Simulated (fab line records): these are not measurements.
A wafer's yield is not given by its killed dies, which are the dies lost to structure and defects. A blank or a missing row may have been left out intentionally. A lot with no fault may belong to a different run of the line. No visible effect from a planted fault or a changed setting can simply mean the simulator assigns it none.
Which of the tools did it? :: flow n5 finfet :: 11 lots, 32 wafers sampled, at 5 steps of a route of 1938

## WHAT THE GAUGES READ, wafer by wafer
The record holds no reading of a measuring or inspecting step that can be judged against a usual standard deviation.

## EACH LOT AND THE TOOL THAT RAN IT (in order: tool; ch and the chambers of the sampled wafers; start)
lot: L896
N5_BEOL_M4_PRE_CLEAN_60: cvd co-01 ch 0,1, day 9 01:51
N5_BEOL_M4_DEP_57: pecvd-03 ch 1,2, day 9 02:01
N5_BEOL_M5_PECVD_70: pecvd-02 ch 0,1,2, day 9 03:51
N5_BEOL_M5_STRIP_64: rie diel-05 ch 0,3, day 9 06:53
N5_PASSIVATION_PROBE_49: -

lot: L904
N5_BEOL_M4_PRE_CLEAN_60: cvd co-01 ch 0,1, day 10 16:01
N5_BEOL_M4_DEP_57: pecvd-03 ch 0,1,2, day 10 16:11
N5_BEOL_M5_PECVD_70: pecvd-04 ch 1,2, day 10 17:54
N5_BEOL_M5_STRIP_64: rie diel-05 ch 0,3, day 10 20:54
N5_PASSIVATION_PROBE_49: -

lot: L905
N5_BEOL_M4_PRE_CLEAN_60: cvd co-02 ch 1,2, day 10 17:27
N5_BEOL_M4_DEP_57: pecvd-02 ch 0,1,2, day 10 17:36
N5_BEOL_M5_PECVD_70: pecvd-01 ch 0,1, day 10 19:20
N5_BEOL_M5_STRIP_64: rie diel-05 ch 0,2,3, day 10 21:11
N5_PASSIVATION_PROBE_49: -

lot: L906
N5_BEOL_M4_PRE_CLEAN_60: cvd co-02 ch 1,2, day 11 12:37
N5_BEOL_M4_DEP_57: pecvd-02 ch 1,2, day 11 12:46
N5_BEOL_M5_PECVD_70: pecvd-02 ch 0,1, day 11 14:28
N5_BEOL_M5_STRIP_64: rie diel-05 ch 1,2,3, day 11 15:38
N5_PASSIVATION_PROBE_49: -

lot: L909
N5_BEOL_M4_PRE_CLEAN_60: cvd co-02 ch 0,2, day 11 20:07
N5_BEOL_M4_DEP_57: pecvd-02 ch 0,1,2, day 11 20:16
N5_BEOL_M5_PECVD_70: pecvd-04 ch 0,1,2, day 11 21:58
N5_BEOL_M5_STRIP_64: rie diel-05 ch 1,2, day 11 23:28
N5_PASSIVATION_PROBE_49: prober-02, day 16 09:22

lot: L908
N5_BEOL_M4_PRE_CLEAN_60: cvd co-02 ch 0,1,2, day 12 03:22
N5_BEOL_M4_DEP_57: pecvd-02 ch 1,2, day 12 03:31
N5_BEOL_M5_PECVD_70: pecvd-01 ch 0,1,2, day 12 05:13
N5_BEOL_M5_STRIP_64: rie diel-05 ch 0,1,3, day 12 08:05
N5_PASSIVATION_PROBE_49: -

lot: L910
N5_BEOL_M4_PRE_CLEAN_60: cvd co-02 ch 0,1,2, day 12 13:26
N5_BEOL_M4_DEP_57: pecvd-01 ch 1,2, day 12 13:37
N5_BEOL_M5_PECVD_70: pecvd-01 ch 1,2, day 12 15:48
N5_BEOL_M5_STRIP_64: rie diel-02 ch 2,3, day 12 18:01
N5_PASSIVATION_PROBE_49: -

lot: L914
N5_BEOL_M4_PRE_CLEAN_60: cvd co-02 ch 1,2, day 13 17:02
N5_BEOL_M4_DEP_57: pecvd-02 ch 0,2, day 13 17:14
N5_BEOL_M5_PECVD_70: pecvd-01 ch 0,2, day 13 18:57
N5_BEOL_M5_STRIP_64: rie diel-04 ch 0,1, day 13 20:49
N5_PASSIVATION_PROBE_49: -

lot: L916
N5_BEOL_M4_PRE_CLEAN_60: cvd co-01 ch 0,1, day 13 23:17
N5_BEOL_M4_DEP_57: pecvd-03 ch 1,2, day 13 23:26
N5_BEOL_M5_PECVD_70: pecvd-01 ch 0,1, day 14 01:08
N5_BEOL_M5_STRIP_64: rie diel-04 ch 0,1, day 14 03:22
N5_PASSIVATION_PROBE_49: -

lot: L915
N5_BEOL_M4_PRE_CLEAN_60: cvd co-02 ch 1,2, day 13 23:36
N5_BEOL_M4_DEP_57: pecvd-02 ch 0,2, day 13 23:49
N5_BEOL_M5_PECVD_70: pecvd-02 ch 1,2, day 14 01:31
N5_BEOL_M5_STRIP_64: rie diel-02 ch 0,2,3, day 14 03:35
N5_PASSIVATION_PROBE_49: -

lot: L917
N5_BEOL_M4_PRE_CLEAN_60: cvd co-01 ch 0,1,2, day 14 07:47
N5_BEOL_M4_DEP_57: pecvd-01 ch 0,1,2, day 14 07:57
N5_BEOL_M5_PECVD_70: pecvd-02 ch 0,1,2, day 14 09:38
N5_BEOL_M5_STRIP_64: rie diel-04 ch 0,1,3, day 14 13:02
N5_PASSIVATION_PROBE_49: -
- N5_BEOL_M4_PRE_CLEAN_60: time 15 s.
- N5_BEOL_M4_DEP_57: deposits SiCN from 3MS/NH3, target thk 8 nm, time 14 s.
- N5_BEOL_M5_PECVD_70: deposits SiO2 from TEOS/O2, target thk 16 nm, time 18 s.
- N5_BEOL_M5_STRIP_64: strips in CF4.
- N5_PASSIVATION_PROBE_49

## AS READ BY THE TOOLS THEMSELVES (means over the sampled wafers that have a number; for cases with no such wafer, the mark the record gives instead)
N5_BEOL_M4_PRE_CLEAN_60. Usual: heater power w at 106 W, with a standard deviation of 25.
lot: L896
tool: cvd co-01
heater power w (W): 121
flag: 

lot: L904
tool: cvd co-01
heater power w (W): 120
flag: 

lot: L905
tool: cvd co-02
heater power w (W): 123
flag: 

lot: L906
tool: cvd co-02
heater power w (W): 114
flag: 

lot: L909
tool: cvd co-02
heater power w (W): 117
flag: 

lot: L908
tool: cvd co-02
heater power w (W): 106
flag: 

lot: L910
tool: cvd co-02
heater power w (W): 107
flag: 

lot: L914
tool: cvd co-02
heater power w (W): 113
flag: 

lot: L916
tool: cvd co-01
heater power w (W): 110
flag: 

lot: L915
tool: cvd co-02
heater power w (W): 124
flag: 

lot: L917
tool: cvd co-01
heater power w (W): 101
flag: 

N5_BEOL_M4_DEP_57. Usual: showerhead plenum p Torr 3.663 Torr, standard deviation 0.012; throttle valve pct 9.1 %, standard deviation 0.61.
lot: L896
tool: pecvd-03
showerhead plenum p Torr (Torr): 3.665
throttle valve pct (%): 8.6
flag: 

lot: L904
tool: pecvd-03
showerhead plenum p Torr (Torr): 3.661
throttle valve pct (%): 9.0
flag: 

lot: L905
tool: pecvd-02
showerhead plenum p Torr (Torr): 3.663
throttle valve pct (%): 8.9
flag: 

lot: L906
tool: pecvd-02
showerhead plenum p Torr (Torr): 3.666
throttle valve pct (%): 8.5
flag: 

lot: L909
tool: pecvd-02
showerhead plenum p Torr (Torr): 3.667
throttle valve pct (%): 8.9
flag: 

lot: L908
tool: pecvd-02
showerhead plenum p Torr (Torr): 3.669
throttle valve pct (%): 8.5
flag: 

lot: L910
tool: pecvd-01
showerhead plenum p Torr (Torr): 3.678
throttle valve pct (%): 9.6
flag: 

lot: L914
tool: pecvd-02
showerhead plenum p Torr (Torr): 3.666
throttle valve pct (%): 9.4
flag: 

lot: L916
tool: pecvd-03
showerhead plenum p Torr (Torr): 3.674
throttle valve pct (%): 8.5
flag: 

lot: L915
tool: pecvd-02
showerhead plenum p Torr (Torr): 3.662
throttle valve pct (%): 9.1
flag: 

lot: L917
tool: pecvd-01
showerhead plenum p Torr (Torr): 3.663
throttle valve pct (%): 9.4
flag: 

N5_BEOL_M5_PECVD_70. Usual: heater power w 706 W, standard deviation 55; showerhead plenum p Torr 8.77 Torr, standard deviation 0.054; throttle valve pct 22.4 %, standard deviation 1.6.
lot: L896
tool: pecvd-02
heater power w (W): 659
showerhead plenum p Torr (Torr): 8.78
throttle valve pct (%): 21.8
flag: 

lot: L904
tool: pecvd-04
heater power w (W): 736
showerhead plenum p Torr (Torr): 8.76
throttle valve pct (%): 20.9
flag: 

lot: L905
tool: pecvd-01
heater power w (W): 688
showerhead plenum p Torr (Torr): 8.71
throttle valve pct (%): 24.9
flag: 

lot: L906
tool: pecvd-02
heater power w (W): 750
showerhead plenum p Torr (Torr): 8.77
throttle valve pct (%): 21.7
flag: 

lot: L909
tool: pecvd-04
heater power w (W): 689
showerhead plenum p Torr (Torr): 8.76
throttle valve pct (%): 22.0
flag: 

lot: L908
tool: pecvd-01
heater power w (W): 698
showerhead plenum p Torr (Torr): 8.77
throttle valve pct (%): 23.6
flag: 

lot: L910
tool: pecvd-01
heater power w (W): 751
showerhead plenum p Torr (Torr): 8.77
throttle valve pct (%): 24.9
flag: 

lot: L914
tool: pecvd-01
heater power w (W): 640
showerhead plenum p Torr (Torr): 8.77
throttle valve pct (%): 22.2
flag: 

lot: L916
tool: pecvd-01
heater power w (W): 706
showerhead plenum p Torr (Torr): 8.70
throttle valve pct (%): 24.0
flag: 

lot: L915
tool: pecvd-02
heater power w (W): 720
showerhead plenum p Torr (Torr): 8.78
throttle valve pct (%): 21.4
flag: 

lot: L917
tool: pecvd-02
heater power w (W): 682
showerhead plenum p Torr (Torr): 8.78
throttle valve pct (%): 22.0
flag: 

N5_BEOL_M5_STRIP_64. Usual: bias power w is 75.02 W with standard deviation 0.21, cf4 flow sccm is 150.0 sccm with standard deviation 0.47, drypump motor current A is 5.6 A with standard deviation 0.37, oes product au is 0.80 a.u. with standard deviation 0.077, rf vpp V is 271.4 V with standard deviation 1.3, showerhead plenum p Torr is 1.81 Torr with standard deviation 0.044, and throttle valve pct is 13.53 % with standard deviation 0.21.
lot: L896
tool: rie diel-05
bias power w (W): 74.99
cf4 flow sccm (sccm): 150.1
drypump motor current A (A): 5.8
oes product au (a.u.): 0.83
rf vpp V (V): 270.7
showerhead plenum p Torr (Torr): 1.79
throttle valve pct (%): 13.50
flag: 

lot: L904
tool: rie diel-05
bias power w (W): -
cf4 flow sccm (sccm): -
drypump motor current A (A): -
oes product au (a.u.): -
rf vpp V (V): -
showerhead plenum p Torr (Torr): -
throttle valve pct (%): -
flag: OFF

lot: L905
tool: rie diel-05
bias power w (W): -
cf4 flow sccm (sccm): -
drypump motor current A (A): -
oes product au (a.u.): -
rf vpp V (V): -
showerhead plenum p Torr (Torr): -
throttle valve pct (%): -
flag: OFF

lot: L906
tool: rie diel-05
bias power w (W): 75.13
cf4 flow sccm (sccm): 150.3
drypump motor current A (A): 5.6
oes product au (a.u.): 0.81
rf vpp V (V): 270.3
showerhead plenum p Torr (Torr): 1.79
throttle valve pct (%): 13.48
flag: 

lot: L909
tool: rie diel-05
bias power w (W): 75.09
cf4 flow sccm (sccm): 150.5
drypump motor current A (A): 5.6
oes product au (a.u.): 0.76
rf vpp V (V): 271.2
showerhead plenum p Torr (Torr): 1.79
throttle valve pct (%): 13.55
flag: 

lot: L908
tool: rie diel-05
bias power w (W): 74.94
cf4 flow sccm (sccm): 149.7
drypump motor current A (A): 5.8
oes product au (a.u.): 0.76
rf vpp V (V): 270.3
showerhead plenum p Torr (Torr): 1.79
throttle valve pct (%): 13.61
flag: 

lot: L910
tool: rie diel-02
bias power w (W): 74.89
cf4 flow sccm (sccm): 150.3
drypump motor current A (A): 5.4
oes product au (a.u.): 0.71
rf vpp V (V): 270.9
showerhead plenum p Torr (Torr): 1.82
throttle valve pct (%): 13.67
flag: 

lot: L914
tool: rie diel-04
bias power w (W): 75.01
cf4 flow sccm (sccm): 150.0
drypump motor current A (A): 5.7
oes product au (a.u.): 0.77
rf vpp V (V): 270.9
showerhead plenum p Torr (Torr): 1.76
throttle valve pct (%): 13.41
flag: 

lot: L916
tool: rie diel-04
bias power w (W): 74.95
cf4 flow sccm (sccm): 149.7
drypump motor current A (A): 5.7
oes product au (a.u.): 0.78
rf vpp V (V): 271.0
showerhead plenum p Torr (Torr): 1.75
throttle valve pct (%): 13.39
flag: 

lot: L915
tool: rie diel-02
bias power w (W): 74.76
cf4 flow sccm (sccm): 149.7
drypump motor current A (A): 5.4
oes product au (a.u.): 0.75
rf vpp V (V): 272.3
showerhead plenum p Torr (Torr): 1.85
throttle valve pct (%): 13.59
flag: 

lot: L917
tool: rie diel-04
bias power w (W): 75.00
cf4 flow sccm (sccm): 150.1
drypump motor current A (A): 5.6
oes product au (a.u.): 0.80
rf vpp V (V): 271.6
showerhead plenum p Torr (Torr): 1.78
throttle valve pct (%): 13.51
flag: 

N5_PASSIVATION_PROBE_49. Usual: defect limited yield 91.4 %, standard deviation 1.5; killed_at_M0_to_M3 34, standard deviation 10; killed_at_M4_up 15, standard deviation 6; killed at contacts 12, standard deviation 6; killed at front end 37, standard deviation 11; killed at other 3.3, standard deviation 2.8; killed dies 101, standard deviation 18; killed open 66, standard deviation 14; killed short 33, standard deviation 7.8; sort_bin_5_function 5.0 %, standard deviation 0.97; sort_bin_6_memory 3.2 %, standard deviation 0.72; sort n pass 1079, standard deviation 18; sort yield pct 91.4 %, standard deviation 1.5.
lot: L909
tool: prober-02
defect limited yield (%): 89.7
killed_at_M0_to_M3: 39
killed_at_M4_up: 19
killed at contacts: 18
killed at front end: 41
killed at other: 4.7
killed dies: 122
killed open: 86
killed short: 36
sort_bin_5_function (%): 6.2
sort_bin_6_memory (%): 3.9
sort n pass: 1058
sort yield pct (%): 89.7
flag: 

## THE ANSWER, worked out from the rows above alone
Rule: take the mean of a lot's wafers that have a number; if it is more than 3 standard deviations from the usual mean, the lot is off. Also off: a lot with no number at a reading for which 4 or more lots have one. Any other lot the step has rows for is counted as sound. After the gauges, taken in route order, come the tools' own readings; for these a lot's mean is taken, as printed above. At the first step where some lot is off, the reading lying furthest off is the one used; lots without a number count as furthest.
Off, at N5_BEOL_M5_STRIP_64 on bias power w: L904, L905. Without a number there: L904, L905.
A tool fits if, at that step or a process step before it, it ran every lot that is off, and no sound lot after the first of them. No candidate that was tried fits.

## WHAT THE SIMULATOR HAD INSERTED
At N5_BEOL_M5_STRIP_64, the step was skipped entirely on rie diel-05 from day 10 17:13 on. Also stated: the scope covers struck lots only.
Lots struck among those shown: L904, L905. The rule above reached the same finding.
